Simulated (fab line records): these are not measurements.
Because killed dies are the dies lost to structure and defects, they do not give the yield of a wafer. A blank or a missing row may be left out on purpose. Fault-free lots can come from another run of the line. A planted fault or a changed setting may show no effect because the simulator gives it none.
fab line records | flow n5_finfet
[record] lots = 12 wafers = 33 last_day = 19
route steps=1938 shown BEOL_M5@1178
lots that met no fault: from a run of the same line without faults
start_h: hours from the record's opening day to when the first of the lot's shown wafers began | wait_h: hours from the lot's prior step to this one | " as in the row above | L1.1+2: a single row standing in for several wafers | - no value, or no start was given | * or withheld: withheld | < > ~ a bound
route shown NAME@n: NAME is a module with steps in the file, n the number in the route of the first one | usual: mean/standard deviation taken from wafers without a fault | same: alike in all rows | chamber/n: place in a boat | sites: per-site readings | _std_site: how widely they spread, as a standard deviation | _edge_site: mean of outer sites minus mean of inner sites | radius_mm: how far each site lies from the wafer's centre | mask NAME#n: copy n | behind: the last tool/chamber to shape the wafer | hold: what put the lot on hold/how long, in hours/how the hold closed | device: which transistor (n, p or np) failed to switch | end of line: tests of these same wafers at the route's end | a step without rows: its recipe alone | killed: at the first sort, the dies lost to defects and structure; wafer yield is something else | map: a wafer's dies, marking killed ones x, the rest . and places with no die _
set.NAME: the setting that was run; set.NAME@STEP: the one run at that earlier step | model.NAME: the simulator's own value behind a step, which no gauge read
route steps across a sampled set of lots; one table per step, one row per wafer
services: a tool's chamber out of use, with start hour (start_h, from the record's first day; less than 0 if before it), hours out, and reason
[[steps]]
[step N5_BEOL_M5_ANNEAL_82]
[recipe] temp_c = 400 time_s = 1800 ambient = vacuum
[usual] heater_power_w = 878/96
// columns lot.wafer tool chamber start_h wait_h heater_power_w
L358.1 pvd_sputter-03 - 194.30 0.0 1037
L358.3 " - " " 761
L358.5 " - " " 1004
L361.2 pvd_sputter-02 - 201.49 0.0 931
L361.5 " - " " 894
L361.6 " - " " 930
L360.1 pvd_sputter-01 - 203.47 0.0 966
L360.2 " - " " 786
L360.4 " - " " 840
L359.2 pvd_sputter-02 - 207.40 0.0 972
L359.3 " - " " 915
L359.6 " - " " 924
L366.2 pvd_sputter-03 - 262.75 0.0 781
L366.3 " - " " 842
L366.5 " - " " 778
L369.2 pvd_sputter-01 - 264.80 0.0 882
L369.3 " - " " 972
L369.4 " - " " 787
L368.2 pvd_sputter-01 - 292.56 0.0 878
L368.4 " - " " 990
L368.5 " - " " 864
L367.3 pvd_sputter-03 - 309.93 0.0 852
L367.4 " - " " 802
L367.5 " - " " 756
L376.1 pvd_sputter-01 - 340.74 0.0 761
L376.2 " - " " 795
L375.1 pvd_sputter-02 - 343.66 0.0 926
L375.4 " - " " 990
L378.1 pvd_sputter-03 - 344.30 0.0 806
L378.2 " - " " 1027
L379.4 pvd_sputter-01 - 359.01 0.0 852
L379.5 " - " " 770
L379.6 " - " " 803
[step N5_BEOL_M5_ANNEAL_84]
[recipe] temp_c = 400 time_s = 1800 ambient = vacuum
[usual] heater_power_w = 878/98
// columns lot.wafer tool chamber start_h wait_h heater_power_w
L358.1 pvd_sputter-03 - 195.39 0.0 1048
L358.3 " - " " 754
L358.5 " - " " 1021
L361.2 pvd_sputter-02 - 202.58 0.0 926
L361.5 " - " " 925
L361.6 " - " " 932
L360.1 pvd_sputter-01 - 204.56 0.0 1006
L360.2 " - " " 769
L360.4 " - " " 869
L359.2 pvd_sputter-02 - 208.48 0.0 942
L359.3 " - " " 918
L359.6 " - " " 919
L366.2 pvd_sputter-03 - 263.83 0.0 758
L366.3 " - " " 829
L366.5 " - " " 798
L369.2 pvd_sputter-01 - 265.89 0.0 845
L369.3 " - " " 981
L369.4 " - " " 809
L368.2 pvd_sputter-01 - 293.64 0.0 875
L368.4 " - " " 981
L368.5 " - " " 875
L367.3 pvd_sputter-03 - 311.02 0.0 829
L367.4 " - " " 786
L367.5 " - " " 775
L376.1 pvd_sputter-01 - 341.83 0.0 757
L376.2 " - " " 789
L375.1 pvd_sputter-02 - 344.75 0.0 899
L375.4 " - " " 954
L378.1 pvd_sputter-03 - 345.39 0.0 828
L378.2 " - " " 986
L379.4 pvd_sputter-01 - 360.10 0.0 868
L379.5 " - " " 777
L379.6 " - " " 826
[step N5_BEOL_M5_ECD_50]
[recipe] material = Cu target_thk_a = 3000
// columns lot.wafer tool chamber start_h wait_h
L358.1+3+5 ecd_cu-01 1,0,1 197.60 0.1
L361.2+5+6 ecd_cu-02 0,1,0 204.79 0.1
L360.1+2+4 ecd_cu-01 1,0,1 206.77 0.1
L359.2+3+6 ecd_cu-02 1,0,1 210.70 0.1
L366.2+3+5 ecd_cu-02 1,1,0 266.04 0.1
L369.2+3+4 ecd_cu-02 1,1,0 268.10 0.1
L368.2+4+5 ecd_cu-02 0 295.85 0.1
L367.3+4+5 ecd_cu-01 0,1,1 313.25 0.1
L376.1+2 ecd_cu-01 1,0 344.04 0.1
L375.1+4 ecd_cu-01 1,0 346.96 0.1
L378.1+2 ecd_cu-01 1,0 347.60 0.1
L379.4+5+6 ecd_cu-02 1,0,1 362.33 0.1
[step N5_BEOL_M5_CMP_52]
[recipe] stop_on = SiCOH_lowk t_overpolish_s = 6.9 down_force_psi = 1 platen_rpm = 50 clearing_platen_down_force_psi = 1.5 clearing_platen_rpm = 50 post_cmp_clean = cu_alkaline target_thk_nm = 62 clearing_platen_pad_velocity_m_s = 0.99484 pad_velocity_m_s = 0.99484
[usual] clearing_platen_down_force_psi = 1.5000/0.0028 motor_current_A = 5.9/0.76 retaining_ring_pressure_frac = 1.000/0.0053 time_to_endpoint_s = 62/3.1
// columns lot.wafer tool chamber start_h wait_h clearing_platen_down_force_psi motor_current_A retaining_ring_pressure_frac time_to_endpoint_s
L358.3 cmp-03 0 198.31 0.3 1.4998 5.0 1.006 59
L358.1 " 1 " " 1.4965 6.1 1.006 61
L358.5 " 3 " " 1.5044 5.8 1.003 62
L361.2 cmp-03 1 207.13 2.2 1.5020 5.9 1.002 61
L361.5 " 0 " " 1.4989 4.7 0.999 60
L361.6 " 1 " " 1.5028 5.8 1.005 60
L360.2 cmp-01 2 207.20 0.3 1.5020 5.3 1.011 60
L360.1 " 0 " " 1.4995 4.9 1.000 64
L360.4 " 1 " " 1.5025 6.4 0.997 65
L359.2 cmp-03 3 211.09 0.2 1.4967 5.8 0.991 62
L359.3 " 1 " " 1.5036 5.6 0.996 66
L359.6 " 3 " " 1.5007 5.6 1.001 65
L366.2 cmp-03 3 266.43 0.2 1.4998 5.9 1.008 63
L366.3 " 0 " " 1.5024 5.0 1.002 62
L366.5 " 0 " " 1.5034 4.8 0.992 63
L369.4 cmp-03 0 268.48 0.1 1.4987 4.9 0.997 69
L369.3 " 2 " " 1.5029 7.0 1.002 67
L369.2 " 3 " " 1.4978 5.8 1.005 64
L368.4 cmp-03 2 296.31 0.1 1.4997 7.1 0.994 66
L368.2 " 3 " " 1.4986 5.6 1.000 62
L368.5 " 2 " " 1.5013 7.5 1.006 66
L367.3 cmp-04 0 313.72 0.3 1.5043 6.9 1.008 62
L367.4 " 1 " " 1.4952 5.3 0.995 62
L367.5 " 0 " " 1.4979 6.8 0.998 60
L376.1 cmp-04 0 344.46 0.3 1.5015 6.8 0.995 34
L376.2 " 2 " " 1.4983 6.0 1.004 62
L375.4 cmp-04 1 347.38 0.2 1.4985 5.4 1.005 37
L375.1 " 3 " " 1.5007 6.1 1.005 37
L378.1 cmp-01 2 348.30 0.6 1.5048 5.3 1.003 35
L378.2 " 3 " " 1.5009 5.1 1.006 65
L379.4 cmp-04 1 362.70 0.1 1.4990 5.4 1.000 60
L379.5 " 1 " " 1.4987 5.4 0.995 60
L379.6 " 2 " " 1.5001 6.1 1.001 62
[step N5_BEOL_M5_DEP_56]
[recipe] material = SiCN target_thk_a = 80 temp_c = withheld precursor = 3MS/NH3 pressure_torr = 3 rf_w = 202 time_s = 14
[usual] chamber_pressure_Torr = 3.000/0.0067 showerhead_plenum_p_Torr = 3.671/0.014 throttle_valve_pct = 9.2/0.61
// columns lot.wafer tool chamber start_h wait_h chamber_pressure_Torr showerhead_plenum_p_Torr throttle_valve_pct
L358.1 pecvd-01 2 198.72 0.0 2.994 3.679 8.9
L358.3 " 1 " " 2.998 3.676 10.1
L358.5 " 1 " " 2.987 3.686 10.0
L361.2 pecvd-04 1 207.81 0.0 3.005 3.662 8.5
L361.5 " 1 " " 3.000 3.677 8.5
L361.6 " 0 " " 3.011 3.671 10.0
L360.1 pecvd-02 0 207.92 0.0 2.999 3.646 9.2
L360.2 " 1 " " 3.004 3.673 9.9
L360.4 " 2 " " 3.007 3.676 8.5
L359.2 pecvd-01 1 211.59 0.0 2.999 3.685 10.0
L359.3 " 1 " " 2.999 3.682 9.7
L359.6 " 0 " " 2.997 3.673 8.8
L366.2 pecvd-01 0 266.91 0.0 3.003 3.682 8.6
L366.3 " 2 " " 2.996 3.668 8.4
L366.5 " 0 " " 3.003 3.672 8.7
L369.2 pecvd-02 1 268.97 0.0 3.007 3.682 9.7
L369.3 " 2 " " 3.007 3.670 8.6
L369.4 " 2 " " 2.998 3.673 8.9
L368.2 pecvd-04 1 296.91 0.0 2.998 3.663 8.9
L368.4 " 1 " " 2.994 3.653 8.5
L368.5 " 1 " " 2.993 3.672 8.7
L367.3 pecvd-02 2 314.21 0.0 3.005 3.670 8.7
L367.4 " 1 " " 3.015 3.682 9.9
L367.5 " 0 " " 2.997 3.649 9.7
L376.1 pecvd-04 2 344.91 0.0 3.002 3.647 9.0
L376.2 " 1 " " 2.981 3.670 8.8
L375.1 pecvd-01 0 347.89 0.0 3.009 3.684 8.8
L375.4 " 0 " " 3.006 3.671 8.6
L378.1 pecvd-01 0 349.00 0.0 3.008 3.669 8.8
L378.2 " 1 " " 2.996 3.685 10.0
L379.4 pecvd-02 0 363.21 0.0 2.994 3.648 9.2
L379.5 " 1 " " 3.005 3.691 9.7
L379.6 " 2 " " 3.002 3.682 8.3
[[services]]
// columns tool chamber start_h hours kind
pecvd-01 - 181.09 0.6 repair
cmp-04 - 182.94 5.0 pm
cmp-03 - 188.84 1.4 repair
pecvd-01 2 202.41 - clean
pecvd-01 2 202.41 - consumable_replace:showerhead
pecvd-01 2 202.41 29.0 scheduled_down
cmp-01 - 244.45 9.3 pm
cmp-03 - 254.32 4.0 pm
cmp-03 - 258.32 - consumable_replace:conditioner
cmp-03 - 258.32 - consumable_replace:pad
ecd_cu-01 - 258.37 2.3 repair
cmp-01 - 262.96 1.1 repair
pvd_sputter-02 - 265.13 12.8 repair
cmp-04 - 267.99 4.0 pm
pecvd-01 2 291.81 5.0 repair
ecd_cu-02 - 293.37 0.7 repair
pecvd-01 - 303.96 1.5 repair
ecd_cu-01 - 307.20 2.7 repair
pecvd-02 - 309.13 1.0 repair
cmp-01 - 323.34 3.7 repair
cmp-01 - 331.12 4.0 pm
cmp-03 - 339.75 1.4 repair
cmp-03 - 351.50 1.3 repair
pvd_sputter-03 - 361.72 2.7 repair
[[key]]
[first_sign] step = N5_BEOL_M5_CMP_52 reading = time_to_endpoint_s direction = down sigmas = 8.4 usual = * struck = *
effect none on later readings
met_at N5_BEOL_M5_ECD_50
struck_lots L375,L376,L378
struck_wafers L375.1,L375.4,L376.1,L378.1
not_acting_at N5_BEOL_M5_ANNEAL_82,N5_BEOL_M5_ANNEAL_84,N5_BEOL_M5_DEP_56
onset_between 313.25 344.04
[fault] kind = process_parameter_drift tool = ecd_cu-01 chamber = - onset_h = 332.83 steps = N5_BEOL_M5_ECD_50 channel = target_thk_a offset = * shape = step end_h = 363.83 scope = struck_wafers_only acts_in = * stated = *
